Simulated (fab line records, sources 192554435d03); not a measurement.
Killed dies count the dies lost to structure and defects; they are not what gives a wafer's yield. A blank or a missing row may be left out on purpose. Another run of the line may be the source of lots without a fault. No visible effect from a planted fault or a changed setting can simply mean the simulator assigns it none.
Matching of chambers || flow n5-finfet || N5_BEOL_M1_PRE_CLEAN_60 on cvd-co-02 has 3 sister chambers
The step time 15 s. 3 wafers are shown with their chamber, then 8 later ones without.

== WAFERS, EACH WITH ITS CHAMBER ==
{"wafer": "L082.3", "chamber": 0, "heater-power-w (W)": 84}
{"wafer": "L087.3", "chamber": 2, "heater-power-w (W)": 133}
{"wafer": "L089.1", "chamber": 1, "heater-power-w (W)": 103}

== WAFERS MISSING THEIR CHAMBER ==
{"wafer": "L089.5", "heater-power-w (W)": 83}
{"wafer": "L089.6", "heater-power-w (W)": 102}
{"wafer": "L091.3", "heater-power-w (W)": 83}
{"wafer": "L091.4", "heater-power-w (W)": 83}
{"wafer": "L091.6", "heater-power-w (W)": 136}
{"wafer": "L097.1", "heater-power-w (W)": 83}
{"wafer": "L097.2", "heater-power-w (W)": 106}
{"wafer": "L097.3", "heater-power-w (W)": 137}

== WHICH CHAMBER EACH WENT THROUGH ==
{"wafer": "L089.5", "from the rows above": 0, "in truth": 0}
{"wafer": "L089.6", "from the rows above": 1, "in truth": 1}
{"wafer": "L091.3", "from the rows above": 0, "in truth": 0}
{"wafer": "L091.4", "from the rows above": 0, "in truth": 0}
{"wafer": "L091.6", "from the rows above": 2, "in truth": 2}
{"wafer": "L097.1", "from the rows above": 0, "in truth": 0}
{"wafer": "L097.2", "from the rows above": 1, "in truth": 1}
{"wafer": "L097.3", "from the rows above": 2, "in truth": 2}
Placed correctly: 8 of 8. From these rows, 0 cannot be placed. Placed wrongly: 0.
How it was worked out, from the rows above alone: a wafer's distance from a chamber is the root of the sum, over the readings, of the square of ((its reading less the chamber's mean) divided by the reading's scatter). If the next closest chamber is less than 2 further off than the closest, the wafer can't be placed; otherwise it belongs to the closest. Each chamber's mean is taken over the wafers shown for it. The scatter: with one shown wafer a chamber, the root of the mean of the squares of how far each hidden wafer lies from its nearest shown one.
